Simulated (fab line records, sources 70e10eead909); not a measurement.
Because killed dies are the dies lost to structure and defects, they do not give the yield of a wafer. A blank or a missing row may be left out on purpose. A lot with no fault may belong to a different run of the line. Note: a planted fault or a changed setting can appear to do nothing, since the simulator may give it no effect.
Tool commonality check :: flow nand_harc :: Sampled: 13 lots, 39 wafers

## WHAT PROMPTED THE OPENING
On 2 of the 13 lots, a flag is raised at NHARC_END_SORT_01 on the reading killed_at_periphery. No-fault wafers: 3.2, standard deviation 2.7.
Rule: a lot gets a flag if all its wafers with a number sit over 4 standard deviations from that mean, or if no wafer of it has a number. The rest of the lots are taken to be sound.

lot: L847
measured: day 24 21:58
on: prober-01
killed_at_periphery, wafer by wafer: 0 3 4
flag: 

lot: L851
measured: day 25 18:49
on: prober-02
killed_at_periphery, wafer by wafer: 1 0 1
flag: 

lot: L850
measured: day 25 19:35
on: prober-01
killed_at_periphery, wafer by wafer: 5 3 2
flag: 

lot: L854
measured: day 27 00:41
on: prober-01
killed_at_periphery, wafer by wafer: 4 2 5
flag: 

lot: L855
measured: day 28 02:21
on: prober-01
killed_at_periphery, wafer by wafer: 54 96 90
flag: FLAGGED

lot: L856
measured: day 28 09:23
on: prober-01
killed_at_periphery, wafer by wafer: 87 103 93
flag: FLAGGED

lot: L862
measured: day 29 22:45
on: prober-01
killed_at_periphery, wafer by wafer: 1 1 1
flag: 

lot: L864
measured: day 32 01:05
on: prober-02
killed_at_periphery, wafer by wafer: 8 10 12
flag: 

lot: L867
measured: day 32 01:05
on: prober-01
killed_at_periphery, wafer by wafer: 2 1 4
flag: 

lot: L865
measured: day 32 17:45
on: prober-01
killed_at_periphery, wafer by wafer: 3 1 0
flag: 

lot: L868
measured: day 33 04:57
on: prober-02
killed_at_periphery, wafer by wafer: 1 0 3
flag: 

lot: L870
measured: day 33 10:23
on: prober-01
killed_at_periphery, wafer by wafer: 0 1 4
flag: 

lot: L869
measured: day 33 14:23
on: prober-02
killed_at_periphery, wafer by wafer: 1 3 1
flag: 
Average over the flagged lots: 87.2; offset from the usual +84.0, equal to +31 standard deviations.

## WHICH TOOL RAN EACH LOT
Before the reading, the record contains 3 process steps out of a 1302-step route. Each cell gives the tool, then ch followed by the chambers the sampled wafers passed through, then the start.
lot: L847
flag: 
NHARC_P_M1_ETCH_15: rie_diel-03 ch 0,1,2, day 6 14:19
NHARC_THIN_TSV_ETCH_59: rie_metal-02 ch 0,1, day 24 13:03
NHARC_THIN_TSV_STRIP_56: plasma_asher-01 ch 0,1, day 24 13:29

lot: L851
flag: 
NHARC_P_M1_ETCH_15: rie_diel-06 ch 1,3, day 7 21:00
NHARC_THIN_TSV_ETCH_59: rie_metal-01 ch 0,1, day 25 08:31
NHARC_THIN_TSV_STRIP_56: plasma_asher-02 ch 0,1, day 25 08:54

lot: L850
flag: 
NHARC_P_M1_ETCH_15: rie_diel-03 ch 0,3, day 7 16:21
NHARC_THIN_TSV_ETCH_59: rie_metal-02 ch 0,1, day 25 07:19
NHARC_THIN_TSV_STRIP_56: plasma_asher-02 ch 0,1, day 25 07:43

lot: L854
flag: 
NHARC_P_M1_ETCH_15: rie_diel-03 ch 0,1,3, day 9 03:54
NHARC_THIN_TSV_ETCH_59: rie_metal-01 ch 0,1, day 26 13:41
NHARC_THIN_TSV_STRIP_56: plasma_asher-02 ch 1, day 26 14:04

lot: L855
flag: FLAGGED
NHARC_P_M1_ETCH_15: rie_diel-06 ch 1,2,3, day 9 11:22
NHARC_THIN_TSV_ETCH_59: rie_metal-01 ch 0,1, day 27 18:04
NHARC_THIN_TSV_STRIP_56: plasma_asher-02 ch 0,1, day 27 18:25

lot: L856
flag: FLAGGED
NHARC_P_M1_ETCH_15: rie_diel-06 ch 0,3, day 10 04:08
NHARC_THIN_TSV_ETCH_59: rie_metal-03 ch 0,1, day 27 19:26
NHARC_THIN_TSV_STRIP_56: plasma_asher-02 ch 0,1, day 27 19:48

lot: L862
flag: 
NHARC_P_M1_ETCH_15: rie_diel-08 ch 0,2,3, day 12 06:49
NHARC_THIN_TSV_ETCH_59: rie_metal-01 ch 0, day 29 15:58
NHARC_THIN_TSV_STRIP_56: plasma_asher-01 ch 0,1, day 29 16:20

lot: L864
flag: 
NHARC_P_M1_ETCH_15: rie_diel-03 ch 0,1,2, day 13 08:22
NHARC_THIN_TSV_ETCH_59: rie_metal-01 ch 0,1, day 31 15:29
NHARC_THIN_TSV_STRIP_56: plasma_asher-02 ch 0,1, day 31 15:53

lot: L867
flag: 
NHARC_P_M1_ETCH_15: rie_diel-03 ch 1,2,3, day 14 15:05
NHARC_THIN_TSV_ETCH_59: rie_metal-02 ch 0,1, day 31 17:26
NHARC_THIN_TSV_STRIP_56: plasma_asher-01 ch 0, day 31 17:49

lot: L865
flag: 
NHARC_P_M1_ETCH_15: rie_diel-03 ch 0,2,3, day 13 20:38
NHARC_THIN_TSV_ETCH_59: rie_metal-02 ch 0,1, day 32 08:50
NHARC_THIN_TSV_STRIP_56: plasma_asher-02 ch 0,1, day 32 09:16

lot: L868
flag: 
NHARC_P_M1_ETCH_15: rie_diel-03 ch 1,2,3, day 14 22:05
NHARC_THIN_TSV_ETCH_59: rie_metal-03 ch 0,1, day 32 19:20
NHARC_THIN_TSV_STRIP_56: plasma_asher-01 ch 0, day 32 19:46

lot: L870
flag: 
NHARC_P_M1_ETCH_15: rie_diel-03 ch 0,2,3, day 15 18:32
NHARC_THIN_TSV_ETCH_59: rie_metal-03 ch 0,1, day 33 02:04
NHARC_THIN_TSV_STRIP_56: plasma_asher-02 ch 0,1, day 33 02:26

lot: L869
flag: 
NHARC_P_M1_ETCH_15: rie_diel-06 ch 2,3, day 15 11:04
NHARC_THIN_TSV_ETCH_59: rie_metal-01 ch 0,1, day 33 00:54
NHARC_THIN_TSV_STRIP_56: plasma_asher-01 ch 0,1, day 33 01:16
What is done by these steps:
- NHARC_P_M1_ETCH_15: etches the open film in C4F8/Ar, target depth 182.5 nm, time 91.2 s.
- NHARC_THIN_TSV_ETCH_59: etches the open film in Cl2/BCl3, target depth 880 nm, time 138.1 s.
- NHARC_THIN_TSV_STRIP_56: strips in O2.
- NHARC_END_SORT_01

## FLAGGED OVER TOTAL, TOOL BY TOOL (the gauges that took the reading come last)
step: NHARC_P_M1_ETCH_15
tool: rie_diel-03
lots run: 8
flagged: 0
share of the flagged lots: none
sound lots run after its first flagged lot: -

step: NHARC_P_M1_ETCH_15
tool: rie_diel-06
lots run: 4
flagged: 2
share of the flagged lots: all
sound lots run after its first flagged lot: 1 (L869)

step: NHARC_P_M1_ETCH_15
tool: rie_diel-08
lots run: 1
flagged: 0
share of the flagged lots: none
sound lots run after its first flagged lot: -

step: NHARC_THIN_TSV_ETCH_59
tool: rie_metal-01
lots run: 6
flagged: 1
share of the flagged lots: some
sound lots run after its first flagged lot: 3 (L862,L864,L869)

step: NHARC_THIN_TSV_ETCH_59
tool: rie_metal-02
lots run: 4
flagged: 0
share of the flagged lots: none
sound lots run after its first flagged lot: -

step: NHARC_THIN_TSV_ETCH_59
tool: rie_metal-03
lots run: 3
flagged: 1
share of the flagged lots: some
sound lots run after its first flagged lot: 2 (L868,L870)

step: NHARC_THIN_TSV_STRIP_56
tool: plasma_asher-01
lots run: 5
flagged: 0
share of the flagged lots: none
sound lots run after its first flagged lot: -

step: NHARC_THIN_TSV_STRIP_56
tool: plasma_asher-02
lots run: 8
flagged: 2
share of the flagged lots: all
sound lots run after its first flagged lot: 3 (L864,L865,L870)

step: NHARC_END_SORT_01
tool: prober-01
lots run: 9
flagged: 2
share of the flagged lots: all
sound lots run after its first flagged lot: 4 (L862,L867,L865,L870)

step: NHARC_END_SORT_01
tool: prober-02
lots run: 4
flagged: 0
share of the flagged lots: none
sound lots run after its first flagged lot: -

## THE TABLE: WHAT IT ALLOWS
rie_diel-06 at NHARC_P_M1_ETCH_15, plasma_asher-02 at NHARC_THIN_TSV_STRIP_56 and prober-01 at NHARC_END_SORT_01: these 3 rows of the table ran every flagged lot.
- rie_diel-06 at NHARC_P_M1_ETCH_15 ran 4 lots, 2 of them flagged. Lots that were sound ran on it after the first flagged one (L869); a persistent fault on the entire tool would not allow that.
- plasma_asher-02 at NHARC_THIN_TSV_STRIP_56 ran 8 lots, 2 of them flagged. Lots that were sound ran on it after the first flagged one (L864, L865, L870); a persistent fault on the entire tool would not allow that.
- prober-01 at NHARC_END_SORT_01 ran 9 lots, 2 of them flagged. Lots that were sound ran on it after the first flagged one (L862, L867, L865, L870); a persistent fault on the entire tool would not allow that.
There is no row in the table that ran each flagged lot and no sound lot after the first.

## WHAT THE SIMULATOR HAD PUT IN
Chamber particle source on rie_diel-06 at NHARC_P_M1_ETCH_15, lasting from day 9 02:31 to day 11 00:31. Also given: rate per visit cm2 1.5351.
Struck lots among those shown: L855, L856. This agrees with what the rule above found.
